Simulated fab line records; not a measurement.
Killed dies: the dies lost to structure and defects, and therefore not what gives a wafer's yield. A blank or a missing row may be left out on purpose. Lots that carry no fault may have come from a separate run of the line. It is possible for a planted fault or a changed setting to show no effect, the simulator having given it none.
Which of the tools did it?    flow n5_finfet    33 wafers from 11 lots sampled at 3 of the route's 1938 steps

WHAT THE GAUGES READ, wafer by wafer
N5_BEOL_M9_THK_MEAS_01.
lot   measured      on             M9_ILD_THK (nm)
L429  day 11 01:34  film_metro-02  266 270 270
L431  day 11 02:50  film_metro-02  262 265 269
L428  day 11 03:19  film_metro-02  264 264 272
L432  day 12 03:53  film_metro-01  270 270 268
L433  day 12 06:51  film_metro-01  264 267 270
L438  day 14 16:52  film_metro-02  265 269 270
L435  day 15 08:21  film_metro-01  260 269 265
L445  day 16 10:41  film_metro-01  227 229 270
L444  day 16 12:31  film_metro-02  270 266 271
L446  day 16 17:48  film_metro-01  268 268 269
L447  day 17 06:35  film_metro-01  273 274 271

EACH LOT AND THE TOOL THAT RAN IT (in order: tool; ch and the chambers of the sampled wafers; start)
lot   N5_BEOL_M8_ANNEAL_51              N5_BEOL_M9_ILD_DEP_00
L429  rtp_anneal-01 ch 0, day 10 23:09  pecvd-02 ch 1,2, day 10 23:54
L431  rtp_anneal-02 ch 0, day 11 00:12  pecvd-02 ch 0,2, day 11 00:59
L428  rtp_anneal-02 ch 0, day 11 01:15  pecvd-02 ch 0,1, day 11 02:02
L432  rtp_anneal-01 ch 0, day 12 02:14  pecvd-01 ch 0,1, day 12 03:18
L433  rtp_anneal-02 ch 0, day 12 05:31  pecvd-01 ch 0,1, day 12 06:16
L438  rtp_anneal-01 ch 0, day 14 15:32  pecvd-02 ch 0,1, day 14 16:17
L435  rtp_anneal-02 ch 0, day 15 06:35  pecvd-02 ch 0,2, day 15 07:17
L445  rtp_anneal-02 ch 0, day 16 09:23  pecvd-02 ch 0,2, day 16 10:05
L444  rtp_anneal-02 ch 0, day 16 10:38  pecvd-01 ch 0,1, day 16 11:26
L446  rtp_anneal-02 ch 0, day 16 15:37  pecvd-01 ch 0,1,2, day 16 16:26
L447  rtp_anneal-01 ch 0, day 17 05:09  pecvd-01 ch 0,1,2, day 17 05:51
- N5_BEOL_M8_ANNEAL_51: time 90 s.
- N5_BEOL_M9_ILD_DEP_00: deposits SiCOH lowk from DEMS/porogen, target thk 308.51 nm, time 58 s.

THE ANSWER, worked out from the rows above alone
Rule: usual is defined by the lots themselves. The widest of any qualifying gaps counts: lots, ordered by their means at a reading, are off when they make up no more than a third of the lots, leave a main group of 4 or more, and stand apart from it by 3 or more times the standard deviation of that group's means. A main group whose means are all the same, to the digits that the tables above print for the reading, isn't used. A lot without any number at a reading at which 4 lots or more have one is off too. The other lots that the step has rows for count as sound.
Off: at N5_BEOL_M9_THK_MEAS_01 (M9_ILD_THK), L445. For the main group the mean is 268 nm and the standard deviation 2.1.
If a tool, at a process step before that reading, ran all the lots that are off and no sound lot after the first of them, it fits. Gauges at N5_BEOL_M9_THK_MEAS_01: tried the same way as those tools. One fits: N5_BEOL_M9_ILD_DEP_00 on pecvd-02. A fault onset in the window from L435 (day 15 07:17, its last sound lot) to L445 (day 16 10:05, its first lot off) fits.

WHAT THE SIMULATOR HAD PUT IN
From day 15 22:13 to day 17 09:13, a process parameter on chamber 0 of pecvd-02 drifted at N5_BEOL_M9_ILD_DEP_00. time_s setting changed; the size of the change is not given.
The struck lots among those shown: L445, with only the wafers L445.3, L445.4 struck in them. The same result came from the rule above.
